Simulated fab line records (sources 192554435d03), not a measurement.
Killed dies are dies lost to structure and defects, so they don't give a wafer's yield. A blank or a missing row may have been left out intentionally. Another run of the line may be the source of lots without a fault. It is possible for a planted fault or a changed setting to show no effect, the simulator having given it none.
Matching of chambers ; flow n5_finfet ; 4 sister chambers for N5_BEOL_M4_VIA_ETCH_34 on rie_diel-02
The step etches the open film in C4F6/O2, target depth 69.4 nm, time 65.9 s. 7 wafers are shown with their chamber, then 8 later ones without.

EACH WAFER AND ITS CHAMBER
wafer;chamber;throttle_valve_pct (%);showerhead_plenum_p_Torr (Torr)
L081.5;0;30.79;2.75
L081.6;1;30.52;2.83
L084.1;0;30.79;2.74
L087.2;2;31.24;2.83
L087.3;3;30.59;2.85
L087.6;2;31.24;2.83
L088.2;3;30.61;2.85

WAFERS WITH NO CHAMBER GIVEN
wafer;throttle_valve_pct (%);showerhead_plenum_p_Torr (Torr)
L088.4;31.26;2.83
L088.6;30.60;2.85
L089.2;30.80;2.74
L089.3;30.61;2.85
L089.6;30.62;2.85
L092.3;31.26;2.82
L092.4;30.61;2.84
L092.6;31.25;2.82

WHICH CHAMBER EACH WENT THROUGH
wafer;from the rows above;in truth
L088.4;2;2
L088.6;3;3
L089.2;0;0
L089.3;3;3
L089.6;3;3
L092.3;2;2
L092.4;3;3
L092.6;2;2
Placed correctly: 8 of 8. From these rows, 0 cannot be placed. Placed wrongly: 0.
How it was worked out, from the rows above alone: a wafer's distance from a chamber is the root of the sum, over the readings, of the square of ((its reading less the chamber's mean) divided by the reading's scatter). The wafer belongs to the nearest chamber; if the next one is less than 2 further off, it can't be placed. For every chamber, the mean is computed from those of its wafers that are shown. The scatter: the root of (the sum of the squares of (reading less its chamber's mean) over the shown wafers, divided by (wafers less chambers)).
